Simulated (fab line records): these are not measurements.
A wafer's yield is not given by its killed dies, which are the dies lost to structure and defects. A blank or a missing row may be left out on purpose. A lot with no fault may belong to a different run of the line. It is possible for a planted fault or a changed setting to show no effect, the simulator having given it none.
8D (eight disciplines) problem report, filled in by code -- flow nandHarc -- the parts of the form that need people (team, actions taken, sign-off) are left out

== 1. THE ISSUE ==
A mean of 208.1 W is read at NHARC_A_STAIRCASE_DEP_301 for rfFwdPowerW, taken on 1 wafer of 1 lot, against 348.7 W (standard deviation 1) on wafers free of any fault. That is -99 or more standard deviations from the usual mean.
The step: deposits SiON, target thk 30 nm.
First seen on wafer L216.5, day 14 00:20, on pecvd-03. The record has a number at this step for 36 wafers belonging to 12 lots. Rule for "out", or "out of limits": more than 4 standard deviations from the usual mean. The other wafers with a number count as sound.

== 2. WHAT IT IS, AND WHAT IT ISN'T ==
question,is,is not
which readings at this step,"rfFwdPowerW, showerheadVppV",heaterPowerW
which lots,L216,"L206, L207, L209, L210, L211, L224, L225, L226, L227, L228, L229"
which wafers of those lots,L216.5,"L216.1, L216.6"
read on which tools,pecvd-03,"pecvd-02, pecvd-04"
when,from day 14 00:20,"up to then (17 sound wafers); but 18 sound wafers of L224, L225, L226, L227, L228, L229 came after"

== 3. WHAT RULES OUT EACH SUSPECT ==
Counting: any tool at a process step up to the reading remains a suspect provided it ran every lot that is out. Sound lots after the first of them don't rule it out here, since some wafers of a struck lot are sound.
- rieDiel-05 at NHARC_A_STAIRCASE_DESCUM_252 (chemistry O2, time 3 s): kept. It ran the lot that is out, L216 (day 13 14:28); its last sound lot up to then is L209 (day 12 06:37).
- rieDiel-05 at NHARC_A_STAIRCASE_ETCH_253 (etches the open film in C4F8/O2, target depth 50 nm, time 20.2 s): kept. It ran the lot that is out, L216 (day 13 14:34); its last sound lot up to then is L209 (day 12 06:40).
- pecvd-03 at NHARC_A_STAIRCASE_DEP_301 (deposits SiON, target thk 30 nm): kept. It ran the lot that is out, L216 (day 14 00:20); its last sound lot up to then is L211 (day 12 16:11). Out on those wafers are its own readings of rfFwdPowerW, showerheadVppV.
- pecvd-03, NHARC_A_STAIRCASE_DEP_301: wafers that are out in chamber 0, sound lot-mates in chambers 1, 2.
Still standing after the count: rieDiel-05 at NHARC_A_STAIRCASE_DESCUM_252, rieDiel-05 at NHARC_A_STAIRCASE_ETCH_253, pecvd-03 at NHARC_A_STAIRCASE_DEP_301.

== 4. THE CAUSE (what the simulator had put in) ==
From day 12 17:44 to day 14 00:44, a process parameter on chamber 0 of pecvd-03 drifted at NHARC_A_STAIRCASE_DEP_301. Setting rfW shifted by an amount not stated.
This tool is one of the 3 suspects left after counting.

== 5. THE CHAIN OF EFFECTS, in route order ==
Each row: a reading whose mean over the struck wafers that have a number lies more than 3 standard deviations from the usual. Readings are gone through only where the record gives a usual standard deviation; hours: the median, over the lots, of the time from a lot's start at the first step in this table giving one to that lot's start at this step; sigmas: the change measured in usual standard deviations.
hours,step,reading,usual,on struck wafers,change,sigmas
0,NHARC_A_STAIRCASE_DEP_301,rfFwdPowerW,348.7 W,208.1,-140.6,-99 or more
0,NHARC_A_STAIRCASE_DEP_301,showerheadVppV,1122 V,887,-235,-5.9
The process steps in it:
- NHARC_A_STAIRCASE_DEP_301: deposits SiON, target thk 30 nm.
Later measuring or inspecting steps at which every struck wafer that the step has a row for has a number for every such reading, and none has moved that far: NHARC_END_SORT_01.

== 6. HOW IT WOULD HAVE BEEN CAUGHT EARLIER ==
In this record no reading fell out of limits until day 14 00:20, 31 hours after the fault had begun at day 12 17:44.
